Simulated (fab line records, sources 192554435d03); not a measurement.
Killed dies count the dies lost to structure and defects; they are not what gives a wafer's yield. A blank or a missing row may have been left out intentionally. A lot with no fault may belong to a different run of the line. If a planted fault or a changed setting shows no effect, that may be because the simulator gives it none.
Chamber matching + flow n5_finfet + N5_STI_FIN_REVEAL_ALD_00 on ald_sin-01: 3 sister chambers
The step deposits SiO2, target thk 1 nm, pulse time 1 s. 14 wafers are shown with their chamber, then 6 later ones without.

WAFERS, EACH WITH ITS CHAMBER
| wafer  | chamber | heater_power_w (W) | precursor_pulse_height_rel |
|--------|---------|--------------------|----------------------------|
| L075.3 | 0       | 546                | 1.000                      |
| L075.4 | 3       | 441                | 1.033                      |
| L075.6 | 2       | 474                | 0.987                      |
| L080.1 | 3       | 433                | 1.014                      |
| L080.2 | 0       | 526                | 1.017                      |
| L080.4 | 2       | 477                | 0.993                      |
| L082.1 | 0       | 526                | 1.014                      |
| L082.2 | 3       | 450                | 0.992                      |
| L082.6 | 2       | 479                | 1.014                      |
| L087.1 | 0       | 552                | 1.013                      |
| L087.4 | 3       | 437                | 1.003                      |
| L087.5 | 0       | 538                | 0.994                      |
| L090.4 | 0       | 547                | 1.021                      |
| L090.5 | 2       | 474                | 1.012                      |

SIGNATURES, as means of the wafers listed above
| reading                    | chamber 0 | chamber 2 | chamber 3 | scatter within a chamber |
|----------------------------|-----------|-----------|-----------|--------------------------|
| heater_power_w             | 539.17    | 476.00    | 440.25    | 8.52                     |
| precursor_pulse_height_rel | 1.00983   | 1.00150   | 1.01050   | 0.0135                   |
Rule: for a wafer and a chamber, the distance is found by dividing, reading by reading, the gap between the wafer's reading and the chamber's mean by the reading's scatter, squaring, summing and taking the root. The wafer belongs to the nearest chamber; if the next one is less than 2 further off, it can't be placed. The scatter: the root of (the sum of the squares of (reading less its chamber's mean) over the shown wafers, divided by (wafers less chambers)).

WAFERS WITHOUT THEIR CHAMBER
| wafer  | heater_power_w (W) | precursor_pulse_height_rel |
|--------|--------------------|----------------------------|
| L093.1 | 442                | 1.017                      |
| L093.5 | 437                | 1.027                      |
| L093.6 | 488                | 1.008                      |
| L094.2 | 436                | 0.985                      |
| L094.4 | 548                | 0.950                      |
| L094.6 | 435                | 0.981                      |

CHAMBER TAKEN BY EACH
| wafer  | from the rows above | in truth |
|--------|---------------------|----------|
| L093.1 | 3                   | 3        |
| L093.5 | 3                   | 3        |
| L093.6 | 2                   | 2        |
| L094.2 | 3                   | 3        |
| L094.4 | 0                   | 0        |
| L094.6 | 3                   | 3        |
Placed correctly: 6 of 6. Can't be placed from these rows: 0. 0 placed wrongly.
